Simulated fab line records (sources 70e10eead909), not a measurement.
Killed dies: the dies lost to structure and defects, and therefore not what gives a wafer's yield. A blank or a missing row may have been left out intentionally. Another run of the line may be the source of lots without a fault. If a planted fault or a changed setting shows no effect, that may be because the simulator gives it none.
Which tool was responsible? | flow nand_harc | 18 wafers from 6 lots sampled at 4 of the route's 1159 steps

== WHAT EACH GAUGE READ, for each wafer ==
NHARC_P_GATE_INSPECT_68.
lot  | measured     | on                | raw_defect_count
L305 | day 5 21:10  | defect_inspect-01 | 156 172 141
L312 | day 7 13:16  | defect_inspect-01 | 220 254 995
L318 | day 9 07:36  | defect_inspect-01 | 163 128 113
L321 | day 10 02:25 | defect_inspect-02 | 161 219 170
L323 | day 10 13:30 | defect_inspect-02 | 225 230 251
L326 | day 11 05:10 | defect_inspect-01 | 218 354 184

== WHAT TOOL EACH LOT RAN ON (gives the tool, then ch and the chambers of the sampled wafers, and finally the start) ==
lot  | NHARC_P_GATE_ETCH_104              | NHARC_P_GATE_STRIP_76                | NHARC_P_GATE_RTA_64
L305 | rie_diel-06 ch 0,3, day 5 02:41    | plasma_asher-01 ch 0, day 5 17:10    | rtp_anneal-01 ch 0, day 5 19:55
L312 | rie_diel-12 ch 1,2,3, day 6 18:21  | plasma_asher-01 ch 0,1, day 7 09:05  | rtp_anneal-02 ch 0, day 7 12:01
L318 | rie_diel-03 ch 1,2, day 8 13:05    | plasma_asher-02 ch 0,1, day 9 03:36  | rtp_anneal-01 ch 0, day 9 06:24
L321 | rie_diel-03 ch 0,1,2, day 9 06:09  | plasma_asher-02 ch 0,1, day 9 22:28  | rtp_anneal-02 ch 0, day 10 01:10
L323 | rie_diel-03 ch 0,1,2, day 9 17:50  | plasma_asher-01 ch 0,1, day 10 09:05 | rtp_anneal-02 ch 0, day 10 12:17
L326 | rie_diel-03 ch 0,2,3, day 10 10:34 | plasma_asher-01 ch 0,1, day 11 00:56 | rtp_anneal-01 ch 0, day 11 03:53
- NHARC_P_GATE_ETCH_104: etches the open film in CF4/CHF3, target depth 60 nm.
- NHARC_P_GATE_STRIP_76: strips in O2.
- NHARC_P_GATE_RTA_64: time 1 s.

== THE ANSWER, worked out from the rows above alone ==
Rule: what is usual is taken from the lots themselves. Put in order of their means at a reading, lots are off if they are a third of the lots or fewer, leave a main group of 4 or more, and stand apart from it by a gap of 3 or more times the standard deviation of the main group's means; of several such gaps the widest counts. A main group is skipped when, at the precision printed for the reading in the tables above, its means are all equal. A lot without any number at a reading at which 4 lots or more have one is off too. The other lots that the step has rows for count as sound.
Off: L312 (NHARC_P_GATE_INSPECT_68, raw_defect_count). The main group has a mean of 192 with a standard deviation of 45.
If a tool, at a process step before that reading, ran all the lots that are off and no sound lot after the first of them, it fits. Gauges at NHARC_P_GATE_INSPECT_68: tried the same way as those tools. One fits: NHARC_P_GATE_ETCH_104 on rie_diel-12. It ran no sound lot before its first lot that is off in this sample, so the start can't be narrowed down.

== WHAT THE SIMULATOR HAD PUT IN ==
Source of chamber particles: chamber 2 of rie_diel-12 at NHARC_P_GATE_ETCH_104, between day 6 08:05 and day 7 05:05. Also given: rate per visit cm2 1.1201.
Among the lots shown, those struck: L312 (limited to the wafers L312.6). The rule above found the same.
